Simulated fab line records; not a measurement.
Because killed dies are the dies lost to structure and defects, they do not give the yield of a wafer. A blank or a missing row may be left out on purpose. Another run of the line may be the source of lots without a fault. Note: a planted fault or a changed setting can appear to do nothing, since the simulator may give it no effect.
Which of the tools did it?    flow nand_harc    Sampling: 12 lots, 36 wafers, 4 of 1159 route steps

== WHAT EACH GAUGE READ, for each wafer ==
NHARC_A_SOURCE_PLATE_THK_MEAS_09: measures by ellipsometry.
lot   measured      on             thk_nm (nm)
L075  day 7 09:45   film_metro-02  8.9 10.3 10.0
L077  day 7 16:14   film_metro-01  10.9 9.0 10.8
L080  day 8 10:29   film_metro-01  10.4 8.4 10.4
L081  day 8 22:04   film_metro-02  9.7 9.4 10.4
L083  day 9 04:29   film_metro-01  8.7 9.5 10.1
L087  day 10 01:23  film_metro-01  12.5 9.6 8.4
L086  day 10 01:25  film_metro-01  9.5 9.3 9.5
L088  day 10 18:14  film_metro-01  9.2 10.5 10.4
L092  day 11 12:49  film_metro-02  8.7 10.6 9.1
L093  day 11 23:01  film_metro-01  9.1 9.5 9.9
L095  day 11 23:01  film_metro-02  9.3 9.2 10.4
L096  day 12 15:52  film_metro-01  8.1 10.3 9.6

== WHAT TOOL EACH LOT RAN ON (gives the tool, then ch and the chambers of the sampled wafers, and finally the start) ==
lot   NHARC_P_BONDPAD_DEGAS_25      NHARC_P_BONDPAD_ACTIVATE_29         NHARC_A_ZERO_WELL_RTA_16
L075  pvd_sputter-01, day 6 20:02   rie_diel-06 ch 1,3, day 6 21:43     rtp_anneal-02 ch 0, day 7 00:17
L077  pvd_sputter-01, day 7 04:11   rie_diel-11 ch 1,2, day 7 05:58     rtp_anneal-01 ch 0, day 7 08:37
L080  pvd_sputter-02, day 7 22:41   rie_diel-11 ch 2,3, day 8 00:22     rtp_anneal-02 ch 0, day 8 02:56
L081  pvd_sputter-02, day 8 08:41   rie_diel-06 ch 2,3, day 8 10:22     rtp_anneal-01 ch 0, day 8 12:52
L083  pvd_sputter-01, day 8 16:37   rie_diel-02 ch 0,1,3, day 8 18:20   rtp_anneal-01 ch 0, day 8 20:52
L087  pvd_sputter-01, day 9 13:41   rie_diel-06 ch 0,2, day 9 15:22     rtp_anneal-01 ch 0, day 9 17:48
L086  pvd_sputter-01, day 9 16:03   rie_diel-06 ch 0,2, day 9 17:45     rtp_anneal-01 ch 0, day 9 20:19
L088  pvd_sputter-03, day 10 06:26  rie_diel-06 ch 0,1, day 10 08:06    rtp_anneal-02 ch 0, day 10 10:37
L092  pvd_sputter-01, day 10 21:30  rie_diel-02 ch 0,2,3, day 10 23:11  rtp_anneal-01 ch 0, day 11 01:36
L093  pvd_sputter-02, day 11 08:24  rie_diel-11 ch 0,3, day 11 10:26    rtp_anneal-01 ch 0, day 11 13:02
L095  pvd_sputter-01, day 11 11:19  rie_diel-02 ch 0,1, day 11 13:09    rtp_anneal-01 ch 0, day 11 15:44
L096  pvd_sputter-03, day 12 03:30  rie_diel-06 ch 0,1,2, day 12 05:10  rtp_anneal-02 ch 0, day 12 07:47
- NHARC_P_BONDPAD_DEGAS_25: time 60 s.
- NHARC_P_BONDPAD_ACTIVATE_29: chemistry N2, time 60 s.
- NHARC_A_ZERO_WELL_RTA_16: time 10 s.

== THE ANSWER, worked out from the rows above alone ==
Rule: the lots themselves supply what counts as usual. Put in order of their means at a reading, lots are off if they are a third of the lots or fewer, leave a main group of 4 or more, and stand apart from it by a gap of 3 or more times the standard deviation of the main group's means; of several such gaps the widest counts. A main group whose means are all the same, to the digits that the tables above print for the reading, isn't used. Also off: a lot with no number at a reading for which 4 or more lots have one. Where the step has rows for the other lots, those lots are counted as sound.
No lot is off on any of the readings shown, so nothing can be concluded from this.

== WHAT WAS PUT IN BY THE SIMULATOR ==
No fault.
